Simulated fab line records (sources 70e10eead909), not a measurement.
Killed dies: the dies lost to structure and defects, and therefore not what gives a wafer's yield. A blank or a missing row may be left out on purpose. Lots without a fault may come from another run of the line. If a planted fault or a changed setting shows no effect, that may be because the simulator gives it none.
fab line records | flow nandHarc
record lots=11 | wafers=33 | lastDay=24
route steps=1159 shown A_CONTACT@855
lots untouched by any fault: they come from a run of this same line in which no faults occurred
startH: start of the lot's first displayed wafer, in hours after the record's first day | waitH: hours since the lot's step before | " unchanged from the row above | L1.1+2: one row covering several wafers at once | - value missing, or start not given | * or withheld: withheld | < > ~ a bound
route shown NAME@n: a module of which the file shows steps, and the number in the route of the first | usual: average and standard deviation across the fault-free wafers | same: alike in all rows | chamber/n: place in a boat | sites: per-site readings | _std_site: standard deviation of those values | _edge_site: outer sites' mean less inner sites' | radiusMm: how far each site lies from the wafer's centre | mask NAME#n: copy n | behind: the most recent tool/chamber to have shaped the wafer | hold: why the lot was held/for how many hours/how that ended | device: the n, p or np transistor that did not switch | end of line: the tests these same wafers got at the end of their route | a step with no rows: only its recipe | killed: dies lost to structure and defects at the first sort, not the wafer's yield | map: a wafer's dies, x killed, . not, _ none there
set.NAME: the setting the step ran with; set.NAME@STEP: the setting that earlier step ran with | model.NAME: the simulator's own value behind a step, which no gauge read
the route's steps for a sample of lots (tables are steps, rows are wafers)
services: from which hour (startH, from the record's first day; less than 0 if before it) a tool's chamber was out of use, for how many hours, and why
## steps
# step NHARC_A_CONTACT_OVL_MEAS_43
# usual overlayXNm=-0.1/0.82 | overlayYNm=0.2/0.8
lot.wafer | tool       | chamber | startH | waitH | overlayXNm | overlayYNm
L700.3    | overlay-01 | -       | 366.52 | -     | -0.2       | 1.2
L700.4    | "          | -       | "      | "     | -0.2       | 1.7
L700.5    | "          | -       | "      | "     | -0.3       | 1.4
L699.2    | overlay-02 | -       | 370.64 | -     | 1.1        | 0.4
L699.5    | "          | -       | "      | "     | 1.0        | 0.6
L699.6    | "          | -       | "      | "     | 1.4        | 0.9
L701.1    | overlay-01 | -       | 376.73 | -     | -0.2       | 0.5
L701.2    | "          | -       | "      | "     | 0.4        | 1.2
L701.5    | "          | -       | "      | "     | 0.2        | 0.9
L702.1    | overlay-01 | -       | 377.52 | -     | 0.1        | 0.7
L702.3    | "          | -       | "      | "     | 0.0        | 1.0
L702.4    | "          | -       | "      | "     | 0.3        | 1.2
L703.1    | overlay-01 | -       | 403.50 | -     | 0.1        | 0.0
L703.2    | "          | -       | "      | "     | 0.2        | -0.3
L703.3    | "          | -       | "      | "     | 0.3        | -0.6
L714.3    | overlay-02 | -       | 453.04 | -     | 0.1        | 0.4
L714.4    | "          | -       | "      | "     | -0.1       | 0.2
L714.6    | "          | -       | "      | "     | -0.5       | 0.5
L715.2    | overlay-01 | -       | 471.20 | -     | -0.3       | 0.1
L715.4    | "          | -       | "      | "     | -0.4       | -0.3
L715.5    | "          | -       | "      | "     | -0.1       | 0.0
L718.1    | overlay-02 | -       | 472.04 | -     | 1.1        | -0.1
L718.2    | "          | -       | "      | "     | 1.2        | -0.5
L718.6    | "          | -       | "      | "     | 1.1        | -0.7
L716.2    | overlay-02 | -       | 477.69 | -     | 0.4        | -0.5
L716.3    | "          | -       | "      | "     | 0.1        | 0.0
L716.5    | "          | -       | "      | "     | 0.6        | 0.1
L719.1    | overlay-02 | -       | 492.68 | -     | 0.3        | -1.3
L719.4    | "          | -       | "      | "     | 0.7        | -1.3
L719.5    | "          | -       | "      | "     | 0.5        | -0.9
L717.1    | overlay-02 | -       | 495.36 | -     | -1.4       | 0.1
L717.3    | "          | -       | "      | "     | -0.6       | 0.9
L717.6    | "          | -       | "      | "     | -0.6       | -0.2
# step NHARC_A_CONTACT_ETCH_48
# recipe targetDepthA=390 | overEtchFrac=0.3 | timeS=65 | ionEnergyEv=80 | cf4FlowSccm=150 | arFlowSccm=0 | rfW=300 | biasW=100 | chemistry=CF4
# usual biasW=99.94/0.29 | cf4FlowSccm=150.0/0.5 | drypumpMotorCurrentA=5.64/0.28 | oesProductAu=0.999/0.007 | rfFwdPowerW=296.9/1.3 | rfVppV=151.3/1.2 | showerheadPlenumPTorr=1.77/0.06 | throttleValvePct=13.284/0.0093
lot.wafer | tool       | chamber | startH | waitH | biasW  | cf4FlowSccm | drypumpMotorCurrentA | oesProductAu | rfFwdPowerW | rfHoursCounterH | rfVppV | showerheadPlenumPTorr | throttleValvePct
L700.3    | rieDiel-12 | 1       | 366.74 | 0.1   | 99.52  | 151.1       | 5.78                 | 0.997        | 297.1       | 32              | 152.7  | 1.75                  | 13.282
L700.5    | "          | 2       | "      | "     | 99.78  | 149.5       | 5.86                 | 0.989        | 297.1       | -               | 151.5  | 1.71                  | 13.293
L700.4    | "          | 1       | "      | "     | 99.84  | 150.8       | 5.79                 | 0.997        | 297.4       | -               | 150.7  | 1.75                  | 13.287
L699.2    | rieDiel-12 | 2       | 370.86 | 0.1   | 99.68  | 149.8       | 5.86                 | 0.988        | 295.3       | 30              | 149.8  | 1.70                  | 13.269
L699.5    | "          | 0       | "      | "     | 99.99  | 150.0       | 5.53                 | 0.996        | 296.4       | -               | 151.8  | 1.85                  | 13.279
L699.6    | "          | 1       | "      | "     | 100.29 | 150.3       | 5.76                 | 0.998        | 296.3       | -               | 151.8  | 1.75                  | 13.296
L701.2    | rieDiel-12 | 2       | 376.92 | 0.1   | 100.18 | 149.3       | 5.84                 | 1.009        | 295.3       | 31              | 150.8  | 1.71                  | 13.292
L701.1    | "          | 3       | "      | "     | 100.34 | 150.6       | 5.41                 | 1.004        | 295.0       | 22              | 151.6  | 1.71                  | 13.274
L701.5    | "          | 2       | "      | "     | 99.47  | 149.7       | 5.85                 | 0.992        | 295.1       | -               | 150.4  | 1.71                  | 13.294
L702.1    | rieDiel-04 | 2       | 377.77 | 0.1   | 100.11 | 149.6       | 5.09                 | 1.006        | 295.3       | 27              | 151.3  | 1.77                  | 13.275
L702.3    | "          | 3       | "      | "     | 99.88  | 149.7       | 5.74                 | 1.003        | 297.1       | 27              | 149.5  | 1.81                  | 13.292
L702.4    | "          | 0       | "      | "     | 100.16 | 150.0       | 5.39                 | 1.001        | 296.5       | 27              | 150.0  | 1.71                  | 13.287
L703.1    | rieDiel-12 | 3       | 403.68 | 0.1   | 100.16 | 151.2       | 5.42                 | 1.001        | 297.8       | 1               | 151.6  | 1.71                  | 13.286
L703.3    | "          | 0       | "      | "     | 99.94  | 149.8       | 5.51                 | 1.002        | 297.9       | 1               | 152.3  | 1.85                  | 13.279
L703.2    | "          | 1       | "      | "     | 99.99  | 149.6       | 5.77                 | 1.009        | 298.5       | 1               | 149.9  | 1.75                  | 13.264
L714.3    | rieDiel-12 | 1       | 453.23 | 0.1   | 99.81  | 150.4       | 5.77                 | 0.866        | 297.5       | 12              | 152.2  | 1.75                  | 13.304
L714.4    | "          | 3       | "      | "     | 99.95  | 149.6       | 5.35                 | 0.856        | 296.5       | 12              | 149.4  | 1.70                  | 13.279
L714.6    | "          | 0       | "      | "     | 100.11 | 150.1       | 5.54                 | 0.865        | 297.0       | -               | 150.6  | 1.84                  | 13.280
L715.2    | rieDiel-12 | 0       | 471.40 | 0.1   | 99.94  | 150.0       | 5.51                 | 0.858        | 296.2       | 14              | 152.7  | 1.84                  | 13.279
L715.4    | "          | 1       | "      | "     | 100.28 | 149.9       | 5.78                 | 0.859        | 296.9       | 14              | 150.9  | 1.75                  | 13.289
L715.5    | "          | 0       | "      | "     | 100.15 | 149.2       | 5.54                 | 0.861        | 296.7       | -               | 151.1  | 1.84                  | 13.285
L718.2    | rieDiel-02 | 2       | 473.92 | 1.6   | 100.02 | 149.1       | 6.21                 | 1.005        | 299.4       | 54              | 152.0  | 1.83                  | 13.288
L718.1    | "          | 1       | "      | "     | 99.88  | 150.0       | 5.83                 | 1.001        | 297.0       | 57              | 150.4  | 1.73                  | 13.261
L718.6    | "          | 2       | "      | "     | 99.74  | 150.2       | 6.21                 | 0.990        | 298.6       | -               | 150.5  | 1.83                  | 13.277
L716.3    | rieDiel-12 | 3       | 477.90 | 0.1   | 99.70  | 149.5       | 5.40                 | 0.864        | 295.8       | 15              | 150.0  | 1.70                  | 13.299
L716.2    | "          | 0       | "      | "     | 100.02 | 149.5       | 5.53                 | 0.862        | 298.3       | 15              | 151.4  | 1.84                  | 13.294
L716.5    | "          | 2       | "      | "     | 100.34 | 150.2       | 5.85                 | 0.856        | 295.1       | -               | 150.9  | 1.70                  | 13.285
L719.4    | rieDiel-02 | 1       | 492.88 | 0.1   | 99.94  | 150.1       | 5.83                 | 0.982        | 296.3       | 63              | 150.6  | 1.73                  | 13.278
L719.1    | "          | 3       | "      | "     | 100.07 | 150.2       | 4.93                 | 0.996        | 296.3       | 54              | 150.7  | 1.73                  | 13.282
L719.5    | "          | 0       | "      | "     | 99.52  | 148.9       | 5.65                 | 0.999        | 296.9       | -               | 151.5  | 1.84                  | 13.301
L717.3    | rieDiel-02 | 1       | 495.62 | 0.1   | 99.38  | 149.9       | 5.77                 | 1.000        | 296.7       | 65              | 150.4  | 1.73                  | 13.269
L717.1    | "          | 2       | "      | "     | 100.26 | 150.3       | 6.25                 | 1.007        | 295.2       | 62              | 153.0  | 1.83                  | 13.286
L717.6    | "          | 1       | "      | "     | 99.59  | 148.7       | 5.82                 | 0.993        | 297.3       | -               | 150.6  | 1.73                  | 13.297
# step NHARC_A_CONTACT_ETCH_51
# recipe targetDepthA=36000 | overEtchFrac=0.3 | timeS=936 | ionEnergyEv=150 | o2FlowSccm=400 | cosFlowSccm=20 | arFlowSccm=0 | rfW=500 | biasW=300 | chemistry=O2/COS
# usual biasW=300.0/0.9 | drypumpMotorCurrentA=5.66/0.28 | oesProductAu=1.000/0.0072 | rfFwdPowerW=499.4/1.5 | rfVppV=314.1/1.8 | showerheadPlenumPTorr=3.11/0.11 | throttleValvePct=28.331/0.0095
lot.wafer | tool       | chamber | startH | waitH | biasW | drypumpMotorCurrentA | oesProductAu | rfFwdPowerW | rfHoursCounterH | rfVppV | showerheadPlenumPTorr | throttleValvePct
L700.3    | rieDiel-12 | 0       | -      | -     | 299.2 | 5.54                 | 1.002        | 499.0       | 34              | 315.5  | 3.26                  | 28.328
L700.4    | "          | 0       | "      | "     | 299.0 | 5.54                 | 1.000        | 501.7       | -               | 315.1  | 3.26                  | 28.327
L700.5    | "          | 2       | "      | "     | 300.1 | 5.87                 | 0.998        | 499.9       | -               | 313.4  | 3.01                  | 28.338
L699.2    | rieDiel-12 | 0       | -      | -     | 298.7 | 5.53                 | 1.003        | 499.0       | 35              | 316.5  | 3.26                  | 28.325
L699.6    | "          | 2       | "      | "     | 300.4 | 5.87                 | 0.992        | 500.9       | -               | 311.6  | 3.01                  | 28.323
L699.5    | "          | 0       | "      | "     | 297.2 | 5.55                 | 0.998        | 498.9       | -               | 317.1  | 3.26                  | 28.333
L701.1    | rieDiel-12 | 3       | -      | -     | 299.4 | 5.41                 | 1.010        | 500.8       | 22              | 312.2  | 3.01                  | 28.315
L701.2    | "          | 0       | "      | "     | 299.9 | 5.53                 | 0.994        | 497.7       | 36              | 315.6  | 3.26                  | 28.325
L701.5    | "          | 2       | "      | "     | 299.2 | 5.89                 | 1.001        | 497.0       | -               | 311.7  | 3.01                  | 28.336
L702.1    | rieDiel-04 | 2       | -      | -     | 299.7 | 5.09                 | 1.011        | 498.5       | 28              | 313.6  | 3.13                  | 28.341
L702.3    | "          | 3       | "      | "     | 301.7 | 5.77                 | 1.011        | 499.2       | 28              | 316.9  | 3.20                  | 28.330
L702.4    | "          | 0       | "      | "     | 298.6 | 5.41                 | 0.995        | 499.0       | 27              | 313.5  | 3.02                  | 28.339
L703.1    | rieDiel-12 | 0       | -      | -     | 300.2 | 5.53                 | 0.993        | 500.1       | 2               | 315.2  | 3.26                  | 28.337
L703.3    | "          | 1       | "      | "     | 299.1 | 5.80                 | 1.002        | 499.1       | 1               | 314.1  | 3.09                  | 28.332
L703.2    | "          | 2       | "      | "     | 300.4 | 5.88                 | 0.998        | 501.4       | 1               | 310.9  | 3.01                  | 28.323
L714.3    | rieDiel-12 | 0       | -      | -     | 299.8 | 5.51                 | 1.009        | 500.1       | 12              | 316.6  | 3.25                  | 28.302
L714.4    | "          | 1       | "      | "     | 299.9 | 5.78                 | 0.999        | 501.2       | 12              | 314.8  | 3.09                  | 28.331
L714.6    | "          | 3       | "      | "     | 301.0 | 5.42                 | 1.000        | 499.7       | -               | 314.0  | 3.00                  | 28.339
L715.4    | rieDiel-12 | 3       | -      | -     | 298.1 | 5.44                 | 1.007        | 499.3       | 14              | 314.1  | 3.00                  | 28.320
L715.2    | "          | 0       | "      | "     | 300.1 | 5.52                 | 0.996        | 498.5       | 14              | 314.3  | 3.25                  | 28.345
L715.5    | "          | 3       | "      | "     | 297.7 | 5.45                 | 1.000        | 500.5       | -               | 312.2  | 3.00                  | 28.327
L718.2    | rieDiel-02 | 3       | -      | -     | 300.4 | 4.92                 | 1.010        | 499.0       | 48              | 313.9  | 3.06                  | 28.338
L718.1    | "          | 1       | "      | "     | 300.2 | 5.81                 | 0.998        | 500.6       | 58              | 312.9  | 3.06                  | 28.346
L718.6    | "          | 2       | "      | "     | 300.3 | 6.21                 | 0.994        | 500.4       | -               | 315.4  | 3.23                  | 28.345
L716.2    | rieDiel-12 | 0       | -      | -     | 299.7 | 5.52                 | 0.994        | 500.1       | 15              | 316.1  | 3.25                  | 28.317
L716.3    | "          | 1       | "      | "     | 299.9 | 5.78                 | 1.004        | 501.4       | 16              | 312.6  | 3.09                  | 28.329
L716.5    | "          | 3       | "      | "     | 299.4 | 5.45                 | 0.998        | 498.9       | -               | 312.0  | 3.00                  | 28.337
L719.1    | rieDiel-02 | 2       | -      | -     | 300.2 | 6.27                 | 0.999        | 499.4       | 61              | 315.5  | 3.22                  | 28.338
L719.4    | "          | 0       | "      | "     | 299.6 | 5.65                 | 0.997        | 500.4       | 64              | 315.8  | 3.25                  | 28.329
L719.5    | "          | 1       | "      | "     | 300.8 | 5.82                 | 0.997        | 498.3       | -               | 314.4  | 3.05                  | 28.331
L717.3    | rieDiel-02 | 0       | -      | -     | 298.8 | 5.65                 | 0.996        | 498.4       | 66              | 316.6  | 3.25                  | 28.344
L717.1    | "          | 1       | "      | "     | 300.1 | 5.81                 | 1.003        | 500.7       | 66              | 314.2  | 3.05                  | 28.335
L717.6    | "          | 1       | "      | "     | 299.5 | 5.86                 | 0.999        | 499.4       | -               | 313.0  | 3.05                  | 28.317
# step NHARC_A_CONTACT_ETCH_112
# recipe sourceW=withheld | pressureMtorr=20 | biasV=3000 | timeS=94 | targetDepthA=9220 | arFlowSccm=withheld | c4f8FlowSccm=withheld | o2FlowSccm=withheld | chemistry=C4F8/O2/Ar
lot.wafer | tool          | chamber | startH | waitH | rfHoursCounterH
L700.3    | harCapEtch-01 | 0       | 368.73 | 0.1   | -
L700.4    | "             | 1       | "      | "     | -
L700.5    | "             | 0       | "      | "     | -
L699.2    | harCapEtch-01 | 1       | 372.45 | 0.1   | 57
L699.6    | "             | 0       | "      | "     | -
L699.5    | "             | 1       | "      | "     | -
L701.1    | harCapEtch-03 | 1       | 378.29 | 0.2   | 81
L701.2    | "             | 0       | "      | "     | 81
L701.5    | "             | 1       | "      | "     | -
L702.1    | harCapEtch-02 | 1       | 379.16 | 0.1   | 9
L702.4    | "             | 0       | "      | "     | -
L702.3    | "             | 1       | "      | "     | -
L703.2    | harCapEtch-02 | 0       | 405.06 | 0.2   | 13
L703.1    | "             | 1       | "      | "     | 13
L703.3    | "             | 0       | "      | "     | -
L714.3    | harCapEtch-03 | 1       | 454.63 | 0.1   | -
L714.4    | "             | 0       | "      | "     | -
L714.6    | "             | 0       | "      | "     | -
L715.2    | harCapEtch-01 | 1       | 472.77 | 0.2   | 73
L715.4    | "             | 1       | "      | "     | -
L715.5    | "             | 1       | "      | "     | -
L718.2    | harCapEtch-02 | 0       | 475.93 | 0.2   | 28
L718.1    | "             | 1       | "      | "     | 28
L718.6    | "             | 1       | "      | "     | -
L716.2    | harCapEtch-03 | 1       | 479.33 | 0.2   | 98
L716.3    | "             | 1       | "      | "     | -
L716.5    | "             | 1       | "      | "     | -
L719.1    | harCapEtch-01 | 0       | 494.27 | 0.1   | 77
L719.4    | "             | 1       | "      | "     | -
L719.5    | "             | 1       | "      | "     | -
L717.1    | harCapEtch-02 | 1       | 497.32 | 0.1   | 31
L717.3    | "             | 0       | "      | "     | -
L717.6    | "             | 1       | "      | "     | -
## services
tool          | chamber | startH | hours | kind
rieDiel-12    | 0       | 359.17 | -     | clean
rieDiel-12    | 1       | 359.17 | -     | clean
rieDiel-12    | 2       | 359.17 | -     | clean
rieDiel-12    | 3       | 359.17 | -     | clean
rieDiel-04    | 1       | 359.93 | 2.0   | repair
rieDiel-02    | 3       | 366.58 | 10.0  | repair
rieDiel-12    | -       | 379.56 | 9.0   | pm
rieDiel-12    | 0       | 379.56 | 9.0   | ventCycle
rieDiel-12    | 1       | 379.56 | 9.0   | ventCycle
rieDiel-12    | 2       | 379.56 | 9.0   | ventCycle
rieDiel-12    | 3       | 379.56 | 9.0   | ventCycle
harCapEtch-01 | -       | 381.60 | 1.5   | repair
rieDiel-12    | 0       | 388.56 | -     | clean
rieDiel-12    | 1       | 388.56 | -     | clean
rieDiel-02    | 3       | 445.76 | 3.6   | repair
harCapEtch-03 | -       | 451.41 | 0.4   | repair
harCapEtch-01 | -       | 459.29 | 2.5   | repair
rieDiel-04    | 1       | 463.98 | 8.4   | repair
rieDiel-04    | -       | 466.09 | 9.0   | pm
rieDiel-02    | -       | 491.24 | 0.7   | repair
harCapEtch-03 | -       | 492.75 | 0.6   | repair
rieDiel-12    | 2       | 493.22 | 6.1   | repair
rieDiel-12    | 3       | 493.55 | 2.2   | repair
rieDiel-02    | 3       | 495.51 | 2.1   | repair
## key
firstSign step=NHARC_A_CONTACT_ETCH_48 | reading=oesProductAu | direction=down | sigmas=20 | usual=0.999 | struck=0.861
effect none on later readings
metAt NHARC_A_CONTACT_ETCH_48
struckLots L714,L715,L716
testerLeftOut L714,L715,L716
notActingAt NHARC_A_CONTACT_OVL_MEAS_43,NHARC_A_CONTACT_ETCH_51,NHARC_A_CONTACT_ETCH_112
onsetBetween 403.68 453.23
fault kind=processParameterDrift | tool=rieDiel-12 | chamber=- | onsetH=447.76 | steps=NHARC_A_CONTACT_ETCH_48 | channel=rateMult | offset=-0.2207 | shape=step | endH=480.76
# testerLeftOut: of these lots the tester's yield and bins aren't shown, on N5 and GAA mostly nor the transistor test; their killed dies are dies lost to structure and defects alone, not to doping, threshold or leakage, so they don't give the yield
